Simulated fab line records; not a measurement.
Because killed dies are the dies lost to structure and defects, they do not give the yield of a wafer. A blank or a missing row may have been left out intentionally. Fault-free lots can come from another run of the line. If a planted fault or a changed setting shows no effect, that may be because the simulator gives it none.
Comparing a struck lot with a sound one    flow n5_finfet    14 out of 1938 route steps
Sound: the wafers L276.2, L276.4, L276.5. Struck: wafer L289.3; the same lot's L289.5 was not struck, so it is left out; see the end for the cause.
Order at every step that has rows: each side's tool, ch and its chambers, its first start. Under that, the readings that differ: sound wafers    struck wafers    difference of the means    sigmas: that difference in standard deviations of wafers without a fault.
alike: same words and numbers on both sides, and readings whose means sit less than 2 such deviations apart. not compared: any withheld reading, any reading some wafer has no value for, any bound like >300 that may hide the same value, and any number with overlapping values for which the record gives no deviation.
The two part at a step that has a row with sigmas, a row that says differs or no value, or rows on one side only. Numbers that have no deviation but don't overlap get no sigmas and don't part them. A reading that every wafer of one side lacks parts them only if that side has two wafers or more.

first, 3 steps without rows for these wafers: N5_BEOL_M13_PRECLEAN_39 (cleans in residue remover, time 60 s); N5_BEOL_M13_SRD_40 (time 30 s, dry time 30 s); N5_BEOL_M13_DEGAS_41 (time 60 s).
N5_BEOL_M13_PRE_CLEAN_42: time 30 s.
  sound on pvd_sputter-01 at day 11 21:05; struck on pvd_sputter-02 at day 15 10:41
  alike: heater_power_w
N5_BEOL_M13_SPUTTER_43: material TaN, target thk 15 nm, time 24.19 s.
  sound on pvd_sputter-01 at day 11 21:08; struck on pvd_sputter-02 at day 15 10:44
  alike: throttle_valve_pct
then, 1 step without rows for these wafers: N5_BEOL_M13_SPUTTER_44 (material Ta, target thk 10 nm, time 16.13 s).
N5_BEOL_M13_SPUTTER_45: material Cu, target thk 80 nm, time 13.33 s.
  sound on pvd_sputter-01 at day 11 21:17; struck on pvd_sputter-02 at day 15 10:53
  alike: throttle_valve_pct
then, 1 step without rows for these wafers: N5_BEOL_M13_ECD_47 (material Cu, target thk 936 nm).
N5_BEOL_M13_ANNEAL_48: time 90 s.
  sound on rtp_anneal-02 ch 0, day 11 21:37; struck on rtp_anneal-01 ch 0, day 15 11:29
reading           sound              struck  difference  sigmas
wafer_temp_C_max  225.5 225.5 225.8  226.5   +0.9        +2
N5_BEOL_M13_CMP_49: polishes, stops on SiOC, t overpolish 17.1 s, target thk 420 nm.
  sound on cmp-03 ch 0,3, day 11 21:52; struck on cmp-02 ch 2, day 15 11:44
reading                       sound           struck  difference  sigmas
barrier_field_endpoint_s (s)  29.5 29.5 29.7  31.7    +2.1        +3
  alike: head_pressure_psi, motor_current_A, overpolish_run_s
N5_BEOL_M13_THK_MEAS_50: measures by xrf.
  sound on film_metro-02 at day 11 22:10; struck on film_metro-01 at day 15 12:00
  alike: M13_THK
then, 1 step without rows for these wafers: N5_BEOL_M13_PRE_CLEAN_52 (time 15 s).
N5_BEOL_M13_DEP_53: deposits SiCN from 3MS/NH3, target thk 50 nm, time 17.8 s.
  sound on pecvd-03 ch 0,2, day 11 22:13; struck on pecvd-04 ch 2, day 15 12:04
reading                                    sound              struck  difference  sigmas
showerhead_plenum_p_Torr (Torr)            4.147 4.156 4.152  4.179   +0.027      +2
model.SiCN_of_BEOL_M13_DEP_53.thk_nm (nm)  49.4 49.8 49.6     49      -1          
  alike: throttle_valve_pct
N5_BEOL_M13_RS_MEAS_54: measures by four-point-probe.
  sound on film_metro-02 at day 11 22:17; struck on film_metro-02 at day 15 12:08
  alike: M13_RS

## WHERE THEY PART
At N5_BEOL_M13_ANNEAL_48 first; at N5_BEOL_M13_DEP_53 last (within this record only). Later steps at which nothing parts them and some readings are alike: N5_BEOL_M13_RS_MEAS_54.

WHY: the cause the simulator had injected
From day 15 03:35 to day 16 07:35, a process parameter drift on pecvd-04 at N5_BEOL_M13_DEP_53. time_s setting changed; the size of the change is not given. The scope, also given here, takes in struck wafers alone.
